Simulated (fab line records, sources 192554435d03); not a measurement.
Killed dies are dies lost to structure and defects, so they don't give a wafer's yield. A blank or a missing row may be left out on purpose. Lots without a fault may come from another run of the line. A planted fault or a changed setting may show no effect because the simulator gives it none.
Chamber matching | flow n5_finfet | N5_BEOL_M13_DESCUM_15 on rie_diel-01: 4 sister chambers
The step chemistry O2, time 7.9 s. 4 wafers are shown with their chamber, then 12 later ones without.

WAFERS WITH THEIR CHAMBER
wafer  | chamber | drypump_motor_current_A (A)
L081.3 | 3       | 6.0
L088.1 | 1       | 6.4
L088.4 | 2       | 5.1
L088.5 | 0       | 6.1

WAFERS WITHOUT THEIR CHAMBER
wafer  | drypump_motor_current_A (A)
L094.1 | 6.3
L094.2 | 5.2
L094.4 | 6.1
L093.1 | 5.1
L093.2 | 6.0
L093.5 | 6.0
L095.1 | 6.3
L095.3 | 6.1
L095.6 | 6.1
L096.2 | 6.1
L096.5 | 6.0
L096.6 | 5.2

WHICH CHAMBER EACH WENT THROUGH
wafer  | from the rows above     | in truth
L094.1 | can't be placed: 1 or 0 | 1
L094.2 | 2                       | 2
L094.4 | can't be placed: 0 or 3 | 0
L093.1 | 2                       | 2
L093.2 | can't be placed: 3 or 0 | 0
L093.5 | can't be placed: 3 or 0 | 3
L095.1 | can't be placed: 1 or 0 | 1
L095.3 | can't be placed: 0 or 3 | 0
L095.6 | can't be placed: 0 or 3 | 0
L096.2 | can't be placed: 0 or 3 | 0
L096.5 | can't be placed: 3 or 0 | 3
L096.6 | 2                       | 2
Placed correctly: 3 of 12. Can't be placed from these rows: 9 (the true chamber is among the candidates in 9). Placed wrongly: 0.
How it was worked out, from the rows above alone: a wafer's distance from a chamber is the root of the sum, over the readings, of the square of ((its reading less the chamber's mean) divided by the reading's scatter). The wafer belongs to the nearest chamber; if the next one is less than 2 further off, it can't be placed. A chamber's mean is the mean of its shown wafers. The scatter: with one shown wafer a chamber, the root of the mean of the squares of how far each hidden wafer lies from its nearest shown one.
